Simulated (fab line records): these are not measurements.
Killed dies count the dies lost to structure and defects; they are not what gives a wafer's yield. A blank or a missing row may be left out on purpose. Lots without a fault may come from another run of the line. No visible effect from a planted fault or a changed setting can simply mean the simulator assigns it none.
Struck lot and sound lot, side by side	flow n5Finfet	39 out of 1938 route steps
Sound: the wafers L199.3, L199.5, L199.6. Struck: wafers L187.1, L187.2, L187.5. The cause comes at the end.
Order at every step that has rows: each side's tool, ch and its chambers, its first start. Under that, the readings that differ: sound wafers	struck wafers	difference of the means	sigmas: that difference in standard deviations of wafers without a fault.
alike: words and numbers the same on both sides, and readings whose means are apart by under 2 such deviations; not compared: readings that were withheld, readings missing a value for some wafer, numbers with overlapping values and no deviation given by the record, and bounds like >300 which may hide the same value.
A row with sigmas, a row that says differs or no value, or rows on one side alone: a step with any of these is where the two part. Numbers that have no deviation but don't overlap get no sigmas and don't part them. A reading that every wafer of one side lacks parts them only if that side has two wafers or more.

first, 12 steps without rows for these wafers: N5_SD_EPI_N_ETCH_34 (etches SiARC in CF4, target depth 45.5 nm, time 75.8 s); N5_SD_EPI_N_ETCH_35 (etches SOC in N2/H2, overetch 108 nm, time 486 s); N5_SD_EPI_N_STRIP_36 (strips in N2/H2); N5_SD_EPI_N_ETCHBACK_44 (etches SiNx in CH3F/O2, stops on SiO2, target depth 14.5 nm); N5_SD_EPI_N_ETCH_45 (etches SiOCN in CH3F/O2, target depth 6 nm); N5_SD_EPI_N_ETCH_16 (etches SiO2 in CHF3/O2, target depth 5 nm); N5_SD_EPI_N_STRIP_47 (strips in CHF3/O2); N5_SD_EPI_N_SD_RECESS_17 (chemistry HBr/Cl2/O2, target depth 41 nm, time 23.7 s, bt time 3 s); N5_SD_EPI_N_STRIP_38 (strips in N2/H2); N5_SD_EPI_N_WET_ETCH_43 (etches SiO2 in dHF, time 14 s, target depth 1.5 nm); N5_SD_EPI_N_STRIP_18 (strips in SPM, time 750 s); N5_SD_EPI_N_SRD_20 (time 30 s).
N5_SD_EPI_N_PRECLEAN_48: cleans in NF3:NH3, afs cycles 2, time 20 s, sublimation time 60 s.
  sound on epiRpcvd-03 ch 0, day 7 02:13; struck on epiRpcvd-03, day 4 04:10
  no value came back on the struck wafers for afsCycles, chamberPressureTorr (Torr); on the sound wafers afsCycles reads 2 2 2
reading	sound	struck	difference	sigmas
model.SiNx_of_SPACER0_ALD_08.thkNm (nm)	1.4 1.2 1.2	1.6 1.6 1.6	+0.3	
then, 1 step without rows for these wafers: N5_SD_EPI_N_VAPOR_ETCH_50 (etches Si in HCl, time 54 s).
N5_SD_EPI_N_EPI_21: deposits Si:P, time 690 s.
  sound on epiRpcvd-03 ch 0, day 7 03:12; struck on epiRpcvd-03 ch 0, day 4 04:43
reading	sound	struck	difference	sigmas
model.Si-P_of_SD_EPI_N_EPI_21.thkNm (nm)	59 59.6 59.8	1.2 1 0.8	-58.5	
then, 22 steps without rows for these wafers: N5_SD_EPI_N_PRECLEAN_24 (cleans in O3/DIW, time 60 s); N5_SD_EPI_N_SRD_25 (time 30 s); N5_SD_EPI_N_PRECLEAN_49 (cleans in NF3:NH3, afs cycles 1, time 20 s, sublimation time 60 s); N5_SD_EPI_N_LINER_46 (material SiNx, target thk 3 nm); N5_SD_EPI_P_COAT_34 (time 60 s, resist thk 350 nm); N5_SD_EPI_P_COAT_35 (time 60 s, resist thk 35 nm); N5_SD_EPI_P_COAT_03 (resist thk 150 nm); N5_SD_EPI_P_EBR_05; N5_SD_EPI_P_SOFTBAKE_04 (time 60 s); N5_SD_EPI_P_EXPOSE_06 (exposes mask SD P BLK, target cd 240 nm); N5_SD_EPI_P_PEB_07 (peb time 60 s); N5_SD_EPI_P_DEVELOP_08 (develop time 30 s); N5_SD_EPI_P_DESCUM_14 (chemistry O2, time 7.9 s); N5_SD_EPI_P_ETCH_36 (etches SiARC in CF4, target depth 45.5 nm, time 75.8 s); N5_SD_EPI_P_ETCH_37 (etches SOC in N2/H2, overetch 108 nm, time 486 s); N5_SD_EPI_P_STRIP_38 (strips in N2/H2); N5_SD_EPI_P_ETCHBACK_46 (etches SiNx in CH3F/O2, stops on SiO2, target depth 17.5 nm); N5_SD_EPI_P_ETCH_47 (etches SiOCN in CH3F/O2, target depth 25 nm); N5_SD_EPI_P_ETCH_16 (etches SiO2 in CHF3/O2, target depth 5 nm); N5_SD_EPI_P_STRIP_50 (strips in CHF3/O2); N5_SD_EPI_P_SD_RECESS_17 (chemistry HBr/Cl2/O2, target depth 39.1 nm, bt time 3 s); N5_SD_EPI_P_WET_ETCH_45 (etches SiO2 in dHF, time 10.7 s, target depth 2 nm, rinse time 30 s).
N5_MOL_CONTACT_COAG_ETCH_15: etches SiNx in CH3F/O2, stops on Si:P, target depth 7 nm.
  sound on rieDiel-01 ch 0,1, day 8 14:18; struck on rieDiel-04 ch 0,2,3, day 5 17:12
reading	sound	struck	difference	sigmas
model.Si-P_of_SD_EPI_N_EPI_21.thkNm (nm)	58.2 58.8 59	1.2 1 0.8	-57.7	
  alike: biasW, drypumpMotorCurrentA, oes_f_703_au, oesProductAu, rfVppV, showerheadPlenumPTorr, throttleValvePct
  not compared: rfHoursCounterH
-- a jump in the record: the struck wafers' starts before and after are 8 days apart (it breaks off in module MOL_CONTACT_COAG and resumes in module PASSIVATION, where the first step shown is number 1936 of the route) --
N5_PASSIVATION_PROBE_49:
  sound on prober-01 at day 16 09:24; struck on prober-02 at day 13 22:37
reading	sound	struck	difference	sigmas
killed_at_M0_to_M3	17 19 30	52 54 60	+33	+3
  alike: killed_at_M4_up, killedAtContacts, killedAtFrontEnd, killedAtOther, killedDies, killedOpen, killedShort

== WHERE THEY PART ==
At N5_SD_EPI_N_PRECLEAN_48 first; at N5_PASSIVATION_PROBE_49 last (within this record only).

WHY: whatever the simulator had introduced
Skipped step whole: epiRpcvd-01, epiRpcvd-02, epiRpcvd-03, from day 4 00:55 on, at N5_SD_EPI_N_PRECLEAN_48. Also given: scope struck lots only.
